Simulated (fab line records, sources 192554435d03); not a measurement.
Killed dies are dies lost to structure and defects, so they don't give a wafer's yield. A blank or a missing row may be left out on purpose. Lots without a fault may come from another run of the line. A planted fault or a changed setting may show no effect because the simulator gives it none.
Problem report in the 8D (eight disciplines) form, filled by code | flow n5_finfet | the parts of the form that need people (team, actions taken, sign-off) are left out

1. THE PROBLEM
M12_ILD_THK at N5_BEOL_M12_THK_MEAS_01 reads a mean of 765 nm on 2 wafers of 1 lot; wafers without a fault read 658 nm with a standard deviation of 8.2. That is +13 standard deviations from the usual mean.
First seen on wafer L561.3, day 16 17:29, on film_metro-01. The record holds 27 wafers of 9 lots with a number at this step. Rule for "out", or "out of limits": more than 4 standard deviations from the usual mean. The other wafers with a number count as sound.

2. WHAT IT IS AND WHAT IT IS NOT
question                    | is                | is not
which readings at this step | M12_ILD_THK       | -
which lots                  | L561              | L544, L545, L547, L550, L551, L555, L564, L566
which wafers of those lots  | L561.3, L561.5    | L561.1
read on which gauges        | film_metro-01     | film_metro-02
when                        | from day 16 17:29 | up to then (19 sound wafers); but 6 sound wafers of L564, L566 came after

3. SUSPECTS, AND WHAT RULES EACH OUT
Counting: a tool at a process step up to the reading stays a suspect if it ran every lot that is out. Sound lots after the first of them don't rule it out here, since some wafers of a struck lot are sound.
- the gauge at N5_BEOL_M12_THK_MEAS_01: ruled out. All the wafers that are out were read on film_metro-01, but those of them that N5_BEOL_M12_ILD_DEP_00 has rows for are out there too, on other tools.
- rie_diel-06 at N5_BEOL_M11_TRENCH_ETCH_37 (etches SiCOH lowk in C4F6/O2, target depth 148.83 nm, time 48 s): kept. It ran the lot that is out, L561 (day 16 17:14); its last sound lot up to then is L550 (day 13 22:12). N5_BEOL_M11_TRENCH_ETCH_37 gives no start for some lots, so the hours and the order of its lots are those of N5_BEOL_M11_DEP_56.
- rie_diel-06 at N5_BEOL_M11_STRIP_77 (strips in N2/H2, time 10 s): kept. It ran the lot that is out, L561 (day 16 17:14); its last sound lot up to then is L550 (day 13 22:12). N5_BEOL_M11_STRIP_77 gives no start for some lots, so the hours and the order of its lots are those of N5_BEOL_M11_DEP_56.
- pecvd-01 at N5_BEOL_M11_DEP_56 (deposits SiCN from 3MS/NH3, target thk 30 nm, time 10.5 s): kept. It ran the lot that is out, L561 (day 16 17:14); its last sound lot up to then is L551 (day 13 14:40).
- pecvd-04 at N5_BEOL_M12_ILD_DEP_00 (deposits SiOC from DEMS/O2, target thk 658.92 nm, time 130.7 s): kept. It ran the lot that is out, L561 (day 16 17:22); its last sound lot up to then is L547 (day 13 01:30). Its own readings are out on those wafers: run_length_s.
- Within pecvd-04 at N5_BEOL_M12_ILD_DEP_00: the wafers that are out ran in chamber 1; their sound lot-mates ran in chamber 2.
Left after counting: rie_diel-06 at N5_BEOL_M11_TRENCH_ETCH_37, rie_diel-06 at N5_BEOL_M11_STRIP_77, pecvd-01 at N5_BEOL_M11_DEP_56, pecvd-04 at N5_BEOL_M12_ILD_DEP_00.

4. THE CAUSE (what the simulator had put in)
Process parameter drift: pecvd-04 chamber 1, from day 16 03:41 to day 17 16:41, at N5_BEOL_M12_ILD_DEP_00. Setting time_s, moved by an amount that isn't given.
Counting left 4 suspects, and this tool is among them.

5. THE CHAIN OF EFFECTS, in route order
Each row: a reading whose mean over the struck wafers that have a number lies more than 3 standard deviations from the usual. Only readings for which the record gives a usual standard deviation are gone through. hours: the time from each lot's start at the first step in this table that gives one to its start at this step, as a median over the lots. sigmas: the change in usual standard deviations.
hours | step                    | reading                  | usual   | on struck wafers | change | sigmas
0     | N5_BEOL_M12_ILD_DEP_00  | run_length_s             | 176.0 s | 197.3            | +21.3  | +42
0     | N5_BEOL_M12_THK_MEAS_01 | M12_ILD_THK              | 658 nm  | 765              | +107   | +13
1     | N5_BEOL_M12_STRIP_63    | strip_time_to_endpoint_s | 42.7 s  | 33.6             | -9.1   | -11
The process steps in it:
- N5_BEOL_M12_ILD_DEP_00: deposits SiOC from DEMS/O2, target thk 658.92 nm, time 130.7 s.
- N5_BEOL_M12_STRIP_63: strips in N2/H2.

6. WHAT WOULD HAVE CAUGHT IT SOONER
In this record the first reading out of limits at a measuring or inspecting step was taken at day 16 17:29, 14 hours after the fault began at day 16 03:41.
The tool's own readings at N5_BEOL_M12_ILD_DEP_00 were out on every struck wafer that the step has a row for (run_length_s): an alarm limit on them would have fired on the first of those.
All the lots that are out (1) had begun N5_BEOL_M12_ILD_DEP_00 on pecvd-04 by day 16 17:29. A hold on the tool at that time would have spared none of them.
